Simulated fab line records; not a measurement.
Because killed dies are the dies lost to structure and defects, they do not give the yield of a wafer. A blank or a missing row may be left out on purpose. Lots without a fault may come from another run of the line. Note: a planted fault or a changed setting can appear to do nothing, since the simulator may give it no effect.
fab line records -- flow n5-finfet
record: lots: 11, wafers: 32, last-day: 19
route steps=1938 shown BEOL_M11@1578 PASSIVATION@1909
lots untouched by any fault: they come from a run of this same line in which no faults occurred
start-h: hours from the record's opening day to when the first of the lot's shown wafers began -- wait-h: hours from the lot's prior step to this one -- " repeats the value in the row above -- L1.1+2: a single row standing in for several wafers -- - either no value or no given start -- * or withheld: withheld -- < > ~ a bound
route shown NAME@n: NAME is a module with steps in the file, n the number in the route of the first one -- usual: mean/standard deviation taken from wafers without a fault -- same: alike in all rows -- chamber/n: place in a boat -- sites: readings site by site -- _std_site: standard deviation across them -- _edge_site: outer sites' mean less inner sites' -- radius-mm: for every site, how far away it sits from the centre of the wafer -- mask NAME#n: copy n -- behind: tool/chamber where the wafer was last shaped -- hold: why the lot was held/for how many hours/how that ended -- device: whichever transistor did not switch (one of n, p or np) -- end of line: the same wafers' tests at the end of the route -- step lacking rows: just its recipe -- killed: the dies lost at the first sort to structure and to defects; this is not the yield of the wafer -- map: the dies of a wafer, with x for killed, . for not killed, _ for no die there
set.NAME: the run value of the setting; set.NAME@STEP: its run value at that earlier step -- model.NAME: the simulator's own value behind a step, which no gauge read
the route's steps for a sample of lots (tables are steps, rows are wafers)
services: the hour from which a tool's chamber was out of use, counted from the record's first day as start-h (under 0 if before that day), plus the number of hours and why
== steps ==
step: N5_BEOL_M11_TRENCH_ETCH_37
recipe: chemistry: C4F6/O2, target-depth-a: 1488.3, target: SiCOH_lowk, time-s: 48, ion-energy-ev: 250, pressure-mtorr: 30, source-w: 345, bias-w: 185, Ar_flow_sccm: 300, C4F6_flow_sccm: 10, O2_flow_sccm: 10
usual: chamber-pressure-mTorr: 30.000/0.027, drypump-motor-current-A: 5.9/0.39, oes-product-au: 0.80/0.069, rf-vpp-V: 657/9.5, showerhead-plenum-p-Torr: 2.80/0.1, throttle-valve-pct: 20.79/0.21
lot.wafer,tool,chamber,start-h,wait-h,chamber-pressure-mTorr,drypump-motor-current-A,oes-product-au,rf-hours-counter-h,rf-vpp-V,showerhead-plenum-p-Torr,throttle-valve-pct
L676.3,rie-diel-04,0,292.30,-,30.029,5.7,0.70,187,650,2.85,21.00
L676.4,rie-diel-04,1,292.30,-,29.950,6.3,0.90,26,649,2.87,20.89
L676.6,rie-diel-04,3,292.30,-,30.003,5.2,0.83,-,675,2.87,20.76
L679.1,rie-diel-04,3,304.90,-,30.017,5.3,0.84,74,676,2.87,20.76
L679.2,rie-diel-04,0,304.90,-,29.995,5.7,0.70,191,651,2.85,21.00
L679.4,rie-diel-04,2,304.90,-,29.989,5.9,0.84,62,643,2.76,20.79
L678.2,rie-diel-06,1,314.39,-,30.031,5.8,0.95,11,658,2.90,20.53
L678.3,rie-diel-06,2,314.39,-,30.006,5.2,0.90,26,665,2.90,20.60
L678.6,rie-diel-06,3,314.39,-,30.011,6.3,0.74,-,656,2.64,20.84
L680.4,rie-diel-04,1,318.75,-,29.980,6.4,0.88,36,650,2.87,20.90
L680.5,rie-diel-04,1,318.75,-,30.013,6.4,0.88,-,651,2.87,20.90
L680.6,rie-diel-04,0,318.75,-,30.011,5.7,0.70,-,649,2.84,21.02
L682.2,rie-diel-06,2,339.97,-,30.020,5.2,0.89,32,666,2.89,20.60
L682.6,rie-diel-06,0,339.97,-,30.041,5.9,0.82,-,654,2.78,20.46
L685.2,rie-diel-04,3,350.33,-,30.012,5.2,0.82,88,675,2.86,20.78
L685.3,rie-diel-04,1,350.33,-,30.009,6.3,0.86,44,649,2.86,20.92
L685.6,rie-diel-04,3,350.33,-,29.979,5.2,0.82,-,676,2.86,20.78
L684.1,rie-diel-06,3,364.26,-,30.007,6.3,0.74,176,656,2.64,20.84
L684.4,rie-diel-06,0,364.26,-,29.999,5.9,0.81,73,654,2.78,20.47
L684.5,rie-diel-06,0,364.26,-,29.990,5.9,0.81,-,654,2.78,20.46
L688.1,rie-diel-06,3,367.35,-,29.998,6.3,0.73,177,655,2.64,20.85
L688.2,rie-diel-06,1,367.35,-,30.017,5.7,0.93,26,659,2.90,20.56
L688.3,rie-diel-06,0,367.35,-,29.979,5.9,0.81,74,655,2.78,20.47
L686.1,rie-diel-06,3,378.98,-,30.052,6.3,0.73,181,655,2.63,20.86
L686.4,rie-diel-06,2,378.98,-,30.013,5.2,0.87,43,665,2.89,20.62
L686.5,rie-diel-06,2,378.98,-,30.026,5.2,0.87,-,666,2.89,20.61
L689.3,rie-diel-01,2,388.70,-,30.020,6.1,0.84,61,652,2.89,20.59
L689.4,rie-diel-01,0,388.70,-,29.977,6.1,0.75,163,671,2.60,21.09
L689.5,rie-diel-01,2,388.70,-,30.006,6.0,0.85,-,653,2.89,20.57
L694.1,rie-diel-06,2,405.89,-,29.986,5.2,0.86,51,666,2.88,20.62
L694.3,rie-diel-06,3,405.89,-,30.043,6.3,0.71,189,655,2.63,20.86
L694.4,rie-diel-06,0,405.89,-,30.025,5.9,0.79,85,654,2.78,20.48
step: N5_PASSIVATION_AL_ETCH_33
recipe: chemistry: Cl2/BCl3, target-depth-a: 28000, over-etch-frac: 0.15, Cl2_flow_sccm: 180, bcl3-flow-sccm: 60, target: Al, stop-on: TaN, time-s: 466.7, ion-energy-ev: 100, pressure-mtorr: 10, icp-w: 900, bias-w: 100
usual: chamber-pressure-mTorr: 10.000/0.0093, drypump-motor-current-A: 5.7/0.48, oes-product-au: 0.71/0.056, throttle-valve-pct: 34.2/0.33
same: over-etch-frac: 0.15
lot.wafer,tool,chamber,start-h,wait-h,chamber-pressure-mTorr,drypump-motor-current-A,oes-product-au,rf-hours-counter-h,throttle-valve-pct
L676.3,rie-metal-01,1,336.14,0.2,10.004,5.1,0.76,-,34.3
L676.4,rie-metal-01,0,336.14,0.2,9.985,5.8,0.70,-,34.0
L676.6,rie-metal-01,1,336.14,0.2,10.005,5.1,0.77,-,34.3
L679.1,rie-metal-01,1,344.63,0.1,10.003,5.1,0.75,25,34.3
L679.2,rie-metal-01,0,344.63,0.1,9.991,5.8,0.68,38,34.1
L679.4,rie-metal-01,0,344.63,0.1,10.012,5.8,0.69,-,34.0
L678.2,rie-metal-01,0,357.96,0.1,9.989,5.8,0.69,40,34.0
L678.3,rie-metal-01,0,357.96,0.1,9.985,5.8,0.69,-,34.0
L678.6,rie-metal-01,0,357.96,0.1,9.993,5.8,0.68,-,34.1
L680.4,rie-metal-02,1,365.44,0.2,10.005,5.2,0.73,-,34.6
L680.5,rie-metal-02,0,365.44,0.2,10.003,5.7,0.71,-,33.7
L680.6,rie-metal-02,1,365.44,0.2,10.014,5.3,0.73,-,34.6
L682.2,rie-metal-02,0,380.75,0.1,9.998,5.7,0.70,38,33.6
L682.6,rie-metal-02,1,380.75,0.1,10.001,5.3,0.74,-,34.6
L685.2,rie-metal-03,1,386.36,0.1,9.995,5.7,0.84,2,34.0
L685.3,rie-metal-03,0,386.36,0.1,9.990,6.6,0.66,-,34.4
L685.6,rie-metal-03,0,386.36,0.1,9.996,6.6,0.65,-,34.4
L684.1,rie-metal-02,1,405.86,0.1,9.999,5.3,0.72,33,34.7
L684.4,rie-metal-02,1,405.86,0.1,9.993,5.3,0.72,-,34.6
L684.5,rie-metal-02,1,405.86,0.1,10.005,5.3,0.72,-,34.6
L688.1,rie-metal-03,0,411.36,0.1,10.007,6.6,0.65,66,34.4
L688.2,rie-metal-03,1,411.36,0.1,9.995,5.7,0.83,5,34.0
L688.3,rie-metal-03,0,411.36,0.1,10.003,6.6,0.65,-,34.4
L686.1,rie-metal-02,1,416.93,0.1,10.015,5.2,0.71,36,34.6
L686.4,rie-metal-02,1,416.93,0.1,9.995,5.3,0.71,-,34.6
L686.5,rie-metal-02,1,416.93,0.1,9.986,5.3,0.71,-,34.7
L689.3,rie-metal-03,0,420.23,0.2,10.010,6.6,0.66,-,34.4
L689.4,rie-metal-03,1,420.23,0.2,10.019,5.7,0.82,-,33.9
L689.5,rie-metal-03,1,420.23,0.2,9.987,5.8,0.82,-,33.9
L694.1,rie-metal-01,0,447.52,0.1,9.987,5.8,0.66,47,34.0
L694.3,rie-metal-01,0,447.52,0.1,10.006,5.8,0.67,-,34.0
L694.4,rie-metal-01,0,447.52,0.1,10.003,5.8,0.67,-,34.1
step: N5_PASSIVATION_PECVD_35
recipe: material: SiNx, target-thk-a: 7000, temp-c: 400, precursor: SiH4/NH3/N2, pressure-torr: 4.9, rf-w: 1406, time-s: 151.3
usual: chamber-pressure-Torr: 4.900/0.011, heater-power-w: 469/93, showerhead-plenum-p-Torr: 8.67/0.06, throttle-valve-pct: 28.1/1.1
lot.wafer,tool,chamber,start-h,wait-h,chamber-pressure-Torr,heater-power-w,showerhead-plenum-p-Torr,throttle-valve-pct
L676.3,pecvd-01,2,337.18,0.1,4.915,426,8.49,27.1
L676.4,pecvd-01,0,337.18,0.1,4.884,469,8.67,27.4
L676.6,pecvd-01,1,337.18,0.1,4.899,612,8.69,27.3
L679.1,pecvd-04,1,345.76,0.1,4.898,596,8.66,29.0
L679.2,pecvd-04,2,345.76,0.1,4.906,354,8.65,27.6
L679.4,pecvd-04,2,345.76,0.1,4.904,390,8.63,27.4
L678.2,pecvd-02,0,359.09,0.1,4.890,326,8.63,27.2
L678.3,pecvd-02,1,359.09,0.1,4.893,577,8.76,29.0
L678.6,pecvd-02,1,359.09,0.1,4.904,613,8.75,28.6
L680.4,pecvd-02,0,366.48,0.1,4.904,391,8.65,27.0
L680.5,pecvd-02,1,366.48,0.1,4.897,532,8.73,28.6
L680.6,pecvd-02,2,366.48,0.1,4.911,444,8.74,27.0
L682.2,pecvd-04,0,381.94,0.1,4.902,523,8.64,30.2
L682.6,pecvd-04,0,381.94,0.1,4.899,434,8.66,30.0
L685.2,pecvd-04,0,387.55,0.1,4.892,442,8.70,30.2
L685.3,pecvd-04,0,387.55,0.1,4.910,491,8.65,30.1
L685.6,pecvd-04,0,387.55,0.1,4.890,522,8.64,30.3
L684.1,pecvd-02,1,407.48,0.1,4.900,510,8.75,28.8
L684.4,pecvd-02,2,407.48,0.1,4.895,451,8.75,26.8
L684.5,pecvd-02,0,407.48,0.1,4.894,375,8.64,27.1
L688.1,pecvd-04,0,412.49,0.1,4.913,413,8.65,29.9
L688.2,pecvd-04,2,412.49,0.1,4.905,382,8.63,27.6
L688.3,pecvd-04,1,412.49,0.1,4.888,509,8.63,28.9
L686.1,pecvd-01,1,418.87,0.1,4.889,568,8.70,27.3
L686.4,pecvd-01,1,418.87,0.1,4.909,602,8.68,27.0
L686.5,pecvd-01,1,418.87,0.1,4.891,444,8.68,27.1
L689.3,pecvd-02,0,421.24,0.1,4.918,400,8.65,27.2
L689.4,pecvd-02,2,421.24,0.1,4.909,415,8.73,26.9
L689.5,pecvd-02,0,421.24,0.1,4.914,406,8.66,27.4
L694.1,pecvd-04,0,449.16,0.1,4.895,432,8.64,29.9
L694.3,pecvd-04,1,449.16,0.1,4.906,577,8.65,28.7
L694.4,pecvd-04,0,449.16,0.1,4.926,483,8.65,30.0
step: N5_PASSIVATION_PROBE_49
usual: defect-limited-yield: 91.2/1.6, killed_at_M0_to_M3: 33/11, killed_at_M4_up: 14/5, killed-at-contacts: 12/5.8, killed-at-front-end: 41/12, killed-at-other: 3.5/2.9, killed-dies: 104/19, killed-on-rim: 13/4.2, killed-open: 68/14, killed-short: 34/8.8, sort_bin_5_function: 5.2/1.1, sort_bin_6_memory: 3.2/0.71, sort-n-pass: 1076/19, sort-yield-pct: 91.2/1.6
same: gross-dies: 1180, killed-at-back-side: 0, sort_bin_4_leakage[%]: 0, sort_bin_8_speed[%]: 0
lot.wafer,tool,chamber,start-h,wait-h,defect-limited-yield[%],killed_at_M0_to_M3,killed_at_M4_up,killed-at-contacts,killed-at-front-end,killed-at-other,killed-dies,killed-on-rim,killed-open,killed-short,sort_bin_5_function[%],sort_bin_6_memory[%],sort-n-pass,sort-yield-pct[%]
L676.3,prober-01,-,342.13,0.1,94.1,29,10,8,19,4,70,12,51,19,3.2,2.7,1110,94.1
L676.4,prober-01,-,342.18,0.2,91.5,48,13,2,33,4,100,7,60,39,4.5,3.6,1080,91.5
L676.6,prober-01,-,342.28,0.3,92.2,49,8,7,25,3,92,15,58,30,4.2,2.9,1088,92.2
L679.1,prober-02,-,350.63,0.0,91.7,23,11,7,57,0,98,11,58,38,5.2,2.5,1082,91.7
L679.2,prober-02,-,350.68,0.1,90.9,35,9,10,52,1,107,19,59,45,5.5,3.2,1073,90.9
L679.4,prober-02,-,350.78,0.2,89.7,37,29,16,40,0,122,19,75,37,5.6,3.8,1058,89.7
L678.2,prober-01,-,362.87,0.1,92.7,25,20,19,21,1,86,13,60,25,4.0,3.1,1094,92.7
L678.3,prober-01,-,362.92,0.1,91.8,32,9,29,27,0,97,13,71,26,4.7,3.2,1083,91.8
L678.6,prober-01,-,363.07,0.3,91.3,35,22,19,24,3,103,13,72,31,5.3,3.2,1077,91.3
L680.4,prober-02,-,370.76,0.2,90.3,26,14,15,57,3,115,16,79,36,5.7,3.7,1065,90.3
L680.5,prober-02,-,370.81,0.2,91.1,18,20,14,49,4,105,9,76,27,5.7,2.7,1075,91.1
L680.6,prober-02,-,370.86,0.3,88.9,34,16,11,59,11,131,12,100,31,6.9,3.8,1049,88.9
L682.2,prober-02,-,385.76,0.1,91.9,31,11,18,35,1,96,15,68,28,4.5,3.5,1084,91.9
L682.6,prober-02,-,385.96,0.3,92.7,20,8,8,46,4,86,14,63,22,4.2,3.0,1094,92.7
L685.2,prober-02,-,391.33,0.1,91.2,22,20,12,45,5,104,16,59,45,5.7,2.7,1076,91.2
L685.3,prober-02,-,391.38,0.1,91.6,45,13,8,29,4,99,12,60,39,5.0,3.0,1081,91.6
L685.6,prober-02,-,391.53,0.3,92.7,26,12,15,32,1,86,9,61,25,5.0,2.1,1094,92.7
L684.1,prober-01,-,411.07,0.0,90.5,26,14,15,57,0,112,8,82,28,5.9,3.2,1068,90.5
L684.4,prober-01,-,411.22,0.2,90.2,33,11,21,50,1,116,17,68,47,5.5,4.0,1064,90.2
L684.5,prober-01,-,411.27,0.2,88.6,40,19,17,56,2,134,11,91,43,6.8,4.0,1046,88.6
L688.1,prober-01,-,416.18,0.0,87.4,32,12,24,69,12,149,19,90,59,7.4,4.7,1031,87.4
L688.2,prober-01,-,416.23,0.1,90.2,43,6,23,37,7,116,13,70,42,5.2,4.2,1064,90.2
L688.3,prober-01,-,416.28,0.1,87.7,48,12,16,56,13,145,14,92,53,7.1,4.6,1035,87.7
L686.1,prober-01,-,423.00,0.0,91.8,34,12,1,49,1,97,14,50,41,4.4,3.1,1083,91.8
L686.4,prober-01,-,423.15,0.2,92.2,20,19,10,43,0,92,13,51,37,4.4,3.0,1088,92.2
L686.5,prober-01,-,423.20,0.2,92.3,37,16,5,28,5,91,7,58,33,5.0,2.4,1089,92.3
L689.3,prober-02,-,425.06,0.1,88.1,47,21,13,54,5,140,26,109,30,6.4,5.2,1040,88.1
L689.4,prober-02,-,425.11,0.2,91.8,30,15,3,39,10,97,13,58,35,5.3,2.4,1083,91.8
L689.5,prober-02,-,425.16,0.2,90.4,51,17,9,34,2,113,11,74,39,5.7,3.1,1067,90.4
L694.1,prober-02,-,452.80,0.0,91.3,26,12,19,43,3,103,11,60,43,4.9,3.2,1077,91.3
L694.3,prober-02,-,452.90,0.1,83.6,7,143,9,35,0,194,8,35,34,10.3,4.1,986,83.6
L694.4,prober-02,-,452.95,0.2,91.6,24,12,13,47,3,99,14,72,27,4.9,3.1,1081,91.6
killed by level:class
L676.3 STI_FIN_REVEAL:geometric-particle:open=10 BEOL_M2:geometric-particle:open=8 BEOL_M0_SAQP:geometric-particle:short=7 BEOL_M1:geometric-particle:open=7 MOL_CONTACT_COAG:geometric-particle:open=6 BEOL_M4:geometric-particle:open=4 BEOL_M3:geometric-particle:open=3 DUMMY_GATE:geometric-particle:open=3
L676.4 BEOL_M1:geometric-particle:open=11 FIN_SAQP:geometric-particle:open=10 BEOL_M0_SAQP:geometric-particle:short=10 BEOL_M0_SAQP:geometric-particle:open=8 FIN_SAQP:geometric-particle:short=7 BEOL_M1:geometric-particle:short=6 STARTING-WAFER:geometric-particle:open=5 STARTING-WAFER:geometric-particle:short=4
L676.6 BEOL_M2:geometric-particle:open=15 BEOL_M0_SAQP:geometric-particle:open=10 BEOL_M0_SAQP:geometric-particle:short=8 FIN_SAQP:geometric-particle:open=7 BEOL_M1:geometric-particle:open=5 STI_FIN_REVEAL:geometric-particle:short=4 MOL_CONTACT_COAG:geometric-particle:open=4 BEOL_M4:geometric-particle:open=4
L679.1 FIN_SAQP:geometric-particle:short=15 FIN_SAQP:geometric-particle:open=11 GATE_CUT:geometric-particle:short=6 BEOL_M2:geometric-particle:open=6 STI_FIN_REVEAL:geometric-particle:open=5 MOL_CONTACT_COAG:geometric-particle:open=5 STARTING-WAFER:geometric-particle:short=5 BEOL_M0_SAQP:geometric-particle:open=4
L679.2 FIN_SAQP:geometric-particle:short=20 FIN_SAQP:geometric-particle:open=11 MOL_CONTACT_COAG:geometric-particle:open=9 BEOL_M0_SAQP:geometric-particle:short=8 BEOL_M0:geometric-particle:open=6 BEOL_M0_SAQP:geometric-particle:open=6 STI_FIN_REVEAL:geometric-particle:open=4 BEOL_M3:geometric-particle:open=4
L679.4 BEOL_M4:geometric-particle:open=17 MOL_CONTACT_COAG:geometric-particle:open=11 BEOL_M2:geometric-particle:open=11 FIN_SAQP:geometric-particle:short=8 HKMG_FIN:area-etch=7 BEOL_M1:geometric-particle:open=6 BEOL_M3:geometric-particle:open=6 DUMMY_GATE:geometric-particle:open=5
L678.2 MOL_CONTACT_COAG:geometric-particle:open=14 BEOL_M4:geometric-particle:open=11 BEOL_M0_SAQP:geometric-particle:short=8 BEOL_M1:geometric-particle:open=7 GATE_CUT:geometric-particle:short=6 BEOL_M0_SAQP:geometric-particle:open=6 STARTING-WAFER:geometric-particle:open=5 STI_FIN_REVEAL:geometric-particle:open=4
L678.3 MOL_CONTACT_COAG:geometric-particle:open=20 STI_FIN_REVEAL:geometric-particle:open=11 BEOL_M1:geometric-particle:open=10 MOL_CONTACT_COAG:geometric-particle:short=9 BEOL_M0_SAQP:geometric-particle:open=7 BEOL_M2:geometric-particle:open=7 BEOL_M4:geometric-particle:open=5 FIN_SAQP:geometric-particle:open=4
L678.6 MOL_CONTACT_COAG:geometric-particle:open=12 BEOL_M4:geometric-particle:open=11 BEOL_M0_SAQP:geometric-particle:short=9 MOL_CONTACT_COAG:geometric-particle:short=7 BEOL_M0_SAQP:geometric-particle:open=7 FIN_SAQP:geometric-particle:open=6 BEOL_M1:geometric-particle:open=5 BEOL_M5:geometric-particle:open=5
L680.4 STI_FIN_REVEAL:geometric-particle:open=17 FIN_SAQP:geometric-particle:open=13 BEOL_M4:geometric-particle:open=11 MOL_CONTACT_COAG:geometric-particle:open=10 BEOL_M3:geometric-particle:open=8 GATE_CUT:geometric-particle:short=6 MOL_CONTACT_COAG:geometric-particle:short=5 BEOL_M0_SAQP:geometric-particle:open=5
L680.5 STI_FIN_REVEAL:geometric-particle:open=20 MOL_CONTACT_COAG:geometric-particle:open=10 BEOL_M0_SAQP:geometric-particle:open=7 BEOL_M4:geometric-particle:open=7 DUMMY_GATE:geometric-particle:open=6 ILD0:geometric-particle:short=5 GATE_CUT:geometric-particle:open=5 BEOL_M4:geometric-particle:short=5
L680.6 FIN_SAQP:geometric-particle:open=21 STI_FIN_REVEAL:geometric-particle:open=19 BEOL_M2:geometric-particle:open=11 BEOL_M4:geometric-particle:open=9 MOL_CONTACT_COAG:geometric-particle:open=7 BEOL_M3:geometric-particle:open=7 BEOL_M1:geometric-particle:short=5 MIM_BOT:geometric-particle:short=5
L682.2 MOL_CONTACT_COAG:geometric-particle:open=13 BEOL_M3:geometric-particle:open=9 FIN_SAQP:geometric-particle:open=6 BEOL_M1:geometric-particle:open=6 STI_FIN_REVEAL:geometric-particle:open=5 DUMMY_GATE:geometric-particle:open=5 MOL_CONTACT_COAG:geometric-particle:short=5 BEOL_M0:geometric-particle:open=5
L682.6 FIN_SAQP:geometric-particle:open=17 GATE_CUT:geometric-particle:short=9 MOL_CONTACT_COAG:geometric-particle:open=7 STI_FIN_REVEAL:geometric-particle:open=6 BEOL_M0_SAQP:geometric-particle:short=5 BEOL_M2:geometric-particle:open=5 ILD0:geometric-particle:open=4 BEOL_M4:geometric-particle:open=4
L685.2 FIN_SAQP:geometric-particle:short=11 MOL_CONTACT_COAG:geometric-particle:open=9 BEOL_M4:geometric-particle:open=9 FIN_SAQP:geometric-particle:open=7 STI_FIN_REVEAL:geometric-particle:open=7 BEOL_M0_SAQP:geometric-particle:short=7 BEOL_M1:geometric-particle:open=6 BEOL_M4:geometric-particle:short=4
L685.3 BEOL_M0_SAQP:geometric-particle:open=10 BEOL_M3:geometric-particle:short=10 BEOL_M3:geometric-particle:open=10 FIN_SAQP:geometric-particle:short=6 FIN_SAQP:geometric-particle:open=6 MOL_CONTACT_COAG:geometric-particle:open=6 BEOL_M0_SAQP:geometric-particle:short=5 DUMMY_GATE:geometric-particle:open=4
L685.6 MOL_CONTACT_COAG:geometric-particle:open=13 FIN_SAQP:geometric-particle:open=10 BEOL_M0_SAQP:geometric-particle:short=7 BEOL_M4:geometric-particle:open=7 STI_FIN_REVEAL:geometric-particle:open=6 BEOL_M0_SAQP:geometric-particle:open=5 FIN_SAQP:geometric-particle:short=4 BEOL_M3:geometric-particle:short=4
L684.1 STI_FIN_REVEAL:geometric-particle:open=12 MOL_CONTACT_COAG:geometric-particle:open=12 BEOL_M2:geometric-particle:open=12 FIN_SAQP:geometric-particle:open=7 BEOL_M3:geometric-particle:open=7 FIN_SAQP:geometric-particle:short=6 DUMMY_GATE:geometric-particle:open=6 BEOL_M4:geometric-particle:open=6
L684.4 MOL_CONTACT_COAG:geometric-particle:open=15 FIN_SAQP:geometric-particle:open=12 FIN_SAQP:geometric-particle:short=8 ILD0:geometric-particle:short=8 BEOL_M0_SAQP:geometric-particle:short=8 BEOL_M2:geometric-particle:open=8 BEOL_M0_SAQP:geometric-particle:open=7 MOL_CONTACT_COAG:geometric-particle:short=6
L684.5 STI_FIN_REVEAL:geometric-particle:open=21 BEOL_M2:geometric-particle:open=17 MOL_CONTACT_COAG:geometric-particle:open=13 FIN_SAQP:geometric-particle:short=11 BEOL_M4:geometric-particle:open=10 BEOL_M0_SAQP:geometric-particle:short=9 BEOL_M0_SAQP:geometric-particle:open=6 GATE_CUT:geometric-particle:open=5
L688.1 MOL_CONTACT_COAG:geometric-particle:open=22 FIN_SAQP:geometric-particle:short=17 FIN_SAQP:geometric-particle:open=10 GATE_CUT:geometric-particle:short=10 BEOL_M0_SAQP:geometric-particle:short=9 GATE_CUT:geometric-particle:open=8 BEOL_M3:geometric-particle:open=8 DUMMY_GATE:geometric-particle:open=7
L688.2 MOL_CONTACT_COAG:geometric-particle:open=17 BEOL_M0_SAQP:geometric-particle:short=17 BEOL_M0_SAQP:geometric-particle:open=14 FIN_SAQP:geometric-particle:short=7 DUMMY_GATE:geometric-particle:open=6 MOL_CONTACT_COAG:geometric-particle:short=6 MIM_TOP_ETCH:geometric-particle:open=5 GATE_CUT:geometric-particle:short=4
L688.3 FIN_SAQP:geometric-particle:open=15 MOL_CONTACT_COAG:geometric-particle:open=15 FIN_SAQP:geometric-particle:short=14 BEOL_M0_SAQP:geometric-particle:short=13 BEOL_M2:geometric-particle:open=10 BEOL_M3:geometric-particle:open=9 BEOL_M0_SAQP:geometric-particle:open=8 GATE_CUT:geometric-particle:short=7
L686.1 FIN_SAQP:geometric-particle:short=15 BEOL_M0_SAQP:geometric-particle:short=9 BEOL_M2:geometric-particle:open=9 FIN_SAQP:geometric-particle:open=7 GATE_CUT:geometric-particle:short=5 BEOL_M0_SAQP:geometric-particle:open=5 BEOL_M4:geometric-particle:open=5 STI_FIN_REVEAL:geometric-particle:open=4
L686.4 FIN_SAQP:geometric-particle:short=13 FIN_SAQP:geometric-particle:open=12 MOL_CONTACT_COAG:geometric-particle:open=7 BEOL_M4:geometric-particle:open=7 BEOL_M0_SAQP:geometric-particle:open=4 STI_FIN_REVEAL:geometric-particle:open=3 DUMMY_GATE:geometric-particle:short=3 DUMMY_GATE:geometric-particle:open=3
L686.5 FIN_SAQP:geometric-particle:open=12 BEOL_M0_SAQP:geometric-particle:open=8 BEOL_M3:geometric-particle:open=8 BEOL_M0_SAQP:geometric-particle:short=7 BEOL_M4:geometric-particle:short=6 BEOL_M4:geometric-particle:open=5 BEOL_M1:geometric-particle:open=5 MOL_CONTACT_COAG:geometric-particle:open=4
L689.3 FIN_SAQP:geometric-particle:open=17 BEOL_M2:geometric-particle:open=14 STI_FIN_REVEAL:geometric-particle:open=12 MOL_CONTACT_COAG:geometric-particle:open=12 BEOL_M1:geometric-particle:open=11 BEOL_M0_SAQP:geometric-particle:open=10 BEOL_M4:geometric-particle:open=7 STARTING-WAFER:geometric-particle:open=5
L689.4 FIN_SAQP:geometric-particle:open=9 BEOL_M1:geometric-particle:open=7 BEOL_M3:geometric-particle:open=7 STI_FIN_REVEAL:geometric-particle:open=6 BEOL_M4:geometric-particle:open=5 FIN_SAQP:geometric-particle:short=4 BEOL_M3:geometric-particle:short=4 HKMG_FIN:area-etch=4
L689.5 BEOL_M0_SAQP:geometric-particle:short=14 BEOL_M2:geometric-particle:open=10 BEOL_M0_SAQP:geometric-particle:open=9 MOL_CONTACT_COAG:geometric-particle:open=8 BEOL_M4:geometric-particle:open=8 BEOL_M3:geometric-particle:open=7 FIN_SAQP:geometric-particle:open=6 STI_FIN_REVEAL:geometric-particle:open=6
L694.1 FIN_SAQP:geometric-particle:open=11 MOL_CONTACT_COAG:geometric-particle:open=11 FIN_SAQP:geometric-particle:short=8 MOL_CONTACT_COAG:geometric-particle:short=8 BEOL_M2:geometric-particle:open=5 DUMMY_GATE:geometric-particle:open=5 GATE_CUT:geometric-particle:short=5 BEOL_M4:geometric-particle:open=5
L694.3 BEOL_M11:unspecified=125 FIN_SAQP:geometric-particle:short=8 BEOL_M4:geometric-particle:open=8 MOL_CONTACT_COAG:geometric-particle:open=7 STI_FIN_REVEAL:geometric-particle:open=5 FIN_SAQP:geometric-particle:open=4 GATE_CUT:geometric-particle:short=4 BEOL_M4:geometric-particle:short=4
L694.4 STI_FIN_REVEAL:geometric-particle:open=14 MOL_CONTACT_COAG:geometric-particle:open=12 DUMMY_GATE:geometric-particle:open=7 GATE_CUT:geometric-particle:short=6 FIN_SAQP:geometric-particle:open=5 BEOL_M3:geometric-particle:open=5 FIN_SAQP:geometric-particle:short=4 BEOL_M0_SAQP:geometric-particle:open=4
== services ==
tool,chamber,start-h,hours,kind
pecvd-01,-,270.69,1.4,repair
rie-diel-04,3,278.30,9.8,repair
rie-metal-02,-,284.23,2.8,pm
rie-metal-03,-,291.70,2.5,repair
pecvd-02,-,311.91,1.3,repair
rie-metal-01,-,313.21,2.8,pm
pecvd-01,-,316.05,2.9,repair
rie-diel-04,0,327.20,4.9,repair
pecvd-04,1,327.29,5.7,repair
rie-metal-03,1,344.96,-,clean
rie-metal-03,1,344.96,17.1,scheduled-down
rie-metal-03,1,344.96,17.1,vent-cycle
pecvd-04,0,347.88,5.5,scheduled-down
pecvd-04,2,366.64,20.6,repair
pecvd-04,1,374.85,5.5,scheduled-down
pecvd-02,-,383.77,14.6,pm
rie-metal-02,-,384.25,0.3,repair
pecvd-04,2,387.26,2.1,scheduled-down
rie-metal-02,0,395.44,45.7,repair
pecvd-04,2,415.11,3.3,repair
rie-diel-01,3,415.83,13.0,repair
rie-diel-01,2,421.82,7.1,repair
rie-metal-01,-,426.23,1.7,repair
rie-metal-01,1,442.99,6.2,repair
== key ==
first-sign: step: N5_PASSIVATION_PROBE_49, reading: killed_at_M4_up, direction: up, sigmas: 26, usual: 14, struck: 143
effect: step: N5_PASSIVATION_PROBE_49, reading: killed-dies, direction: up, sigmas: 4.7, usual: 104, struck: 194
more-kills-born-at: N5_BEOL_M11_TRENCH_ETCH_37@rie-diel-06: 125
met-at N5_BEOL_M11_TRENCH_ETCH_37
struck-lots L694
struck-wafers L694.3
not-acting-at N5_PASSIVATION_AL_ETCH_33,N5_PASSIVATION_PECVD_35
onset-between 378.98 405.89
fault: kind: chamber-particle-source, tool: rie-diel-06, chamber: 3, onset-h: 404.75, steps: N5_BEOL_M11_TRENCH_ETCH_37, rate-per-visit-cm2: 0.9225, end-h: 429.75
